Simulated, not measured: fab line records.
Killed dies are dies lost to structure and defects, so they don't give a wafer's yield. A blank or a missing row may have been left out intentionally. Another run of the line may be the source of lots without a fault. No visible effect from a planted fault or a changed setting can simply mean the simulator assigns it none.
A lot that was struck, set against a sound lot | flow nand harc | 13 steps out of a route of 1159
Sound: these wafers, L880.3, L880.4, L880.5. Struck: wafer L889.5. (L889.3, L889.4 of the same lot were not struck and are left out.) The cause comes at the end.
Each step with rows lists, per side, the tool, then ch with its chambers, then its first start. Under that, the readings that differ: sound wafers | struck wafers | difference of the means | sigmas: that difference in standard deviations of wafers without a fault.
alike: readings with means less than 2 such deviations apart, plus words and numbers identical on both sides. not compared: withheld readings, readings lacking a value on some wafer, bounds such as >300 that could conceal the same value, and numbers that have no deviation in the record and whose values overlap.
A row with sigmas, a row that says differs or no value, or rows on one side alone: a step with any of these is where the two part. Non-overlapping numbers with no deviation appear without sigmas and do not part them. A reading that every wafer of one side lacks parts them only if that side has two wafers or more.

NHARC_A_SOURCE_PLATE_THK_MEAS_09: measures by ellipsometry.
  sound on film metro-02 at day 7 16:41; struck on film metro-01 at day 10 08:40
  alike: thk nm
then, 3 steps without rows for these wafers: NHARC_A_SOURCE_PLATE_PVD_04 (deposits WSi2, target thk 50 nm); NHARC_A_SOURCE_PLATE_CVD_03 (deposits poly-Si, target thk 200 nm, time 4000 s); NHARC_A_SOURCE_PLATE_ANNEAL_05 (time 1800 s).
NHARC_A_SOURCE_PLATE_THK_MEAS_06: measures by ellipsometry.
  sound on film metro-01 at day 8 06:38; struck on film metro-02 at day 10 21:45
  reading     | sound             | struck | difference | sigmas
  thk nm (nm) | 204.3 204.3 205.0 | 197.4  | -7.1       | -3
NHARC_A_SOURCE_PLATE_INSPECT_08:
  sound on defect inspect-01 at day 8 06:42; struck on defect inspect-02 at day 10 21:49
  alike: raw defect count
then NHARC_A_ONON_D1_DEP_00 (target thk 1000 nm), 1 step lacking rows for these wafers.
NHARC_A_ONON_D1_THK_MEAS_02: measures by ellipsometry.
  sound on film metro-02 at day 8 07:17; struck on film metro-01 at day 10 22:23
  alike: thk nm
then NHARC_A_ONON_D1_DEP_03 (target thk 1000 nm), 1 step lacking rows for these wafers.
NHARC_A_ONON_D1_THK_MEAS_05: measures by ellipsometry.
  sound on film metro-01 at day 8 07:51; struck on film metro-02 at day 10 22:58
  alike: thk nm
NHARC_A_ONON_D1_DEP_06: target thk 1000 nm.
  sound on pecvd onon-02 ch 0, day 8 08:01; struck on pecvd onon-02 ch 0, day 10 23:08
NHARC_A_ONON_D1_THK_MEAS_08: measures by ellipsometry.
  sound on film metro-02 at day 8 08:25; struck on film metro-02 at day 10 23:32
  reading     | sound          | struck | difference | sigmas
  thk nm (nm) | 1003 1005 1004 | 676    | -328       | -30
then NHARC_A_ONON_D1_DEP_09 (target thk 1000 nm), 1 step lacking rows for these wafers.

## WHERE THEY PART
Earliest at NHARC_A_SOURCE_PLATE_THK_MEAS_06; latest, in this record, at NHARC_A_ONON_D1_THK_MEAS_08.

WHY: what the simulator had put in
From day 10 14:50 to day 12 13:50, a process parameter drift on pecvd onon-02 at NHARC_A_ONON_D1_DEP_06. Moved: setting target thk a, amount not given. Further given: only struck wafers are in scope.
